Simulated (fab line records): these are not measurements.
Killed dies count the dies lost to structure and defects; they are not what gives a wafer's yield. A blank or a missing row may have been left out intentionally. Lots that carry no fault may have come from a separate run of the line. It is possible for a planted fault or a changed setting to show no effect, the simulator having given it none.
Matching of chambers	flow nandHarc	NHARC_A_STAIRCASE_DESCUM_252 on rieDiel-13 has 4 sister chambers
The step chemistry O2, time 3 s. 8 wafers are shown with their chamber, then 8 later ones without.

== WAFERS WITH THEIR CHAMBER ==
wafer	chamber	drypumpMotorCurrentA (A)	showerheadPlenumPTorr (Torr)
L081.2	0	5.72	1.88
L081.4	3	5.46	1.84
L084.1	1	5.64	1.79
L084.3	3	5.43	1.83
L084.5	1	5.64	1.79
L085.2	0	5.75	1.88
L085.6	2	6.19	1.76
L088.1	2	6.16	1.76

== WAFERS WITHOUT THEIR CHAMBER ==
wafer	drypumpMotorCurrentA (A)	showerheadPlenumPTorr (Torr)
L088.3	5.71	1.88
L088.6	5.43	1.83
L091.1	6.20	2.07
L091.3	5.73	1.87
L091.6	5.73	1.87
L090.1	6.20	2.07
L090.3	5.43	1.83
L090.5	5.47	1.83

== EACH ONE'S CHAMBER ==
wafer	from the rows above	in truth
L088.3	0	0
L088.6	3	3
L091.1	0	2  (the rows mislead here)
L091.3	0	0
L091.6	0	0
L090.1	0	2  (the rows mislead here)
L090.3	3	3
L090.5	3	3
Placed correctly: 6 of 8. Left unplaced by these rows: 0. Placed wrongly: 2.
How it was worked out, from the rows above alone: a wafer's distance from a chamber is the root of the sum, over the readings, of the square of ((its reading less the chamber's mean) divided by the reading's scatter). The wafer belongs to the nearest chamber; if the next one is less than 2 further off, it can't be placed. Each chamber's mean is taken over the wafers shown for it. The scatter: the root of (the sum of the squares of (reading less its chamber's mean) over the shown wafers, divided by (wafers less chambers)).
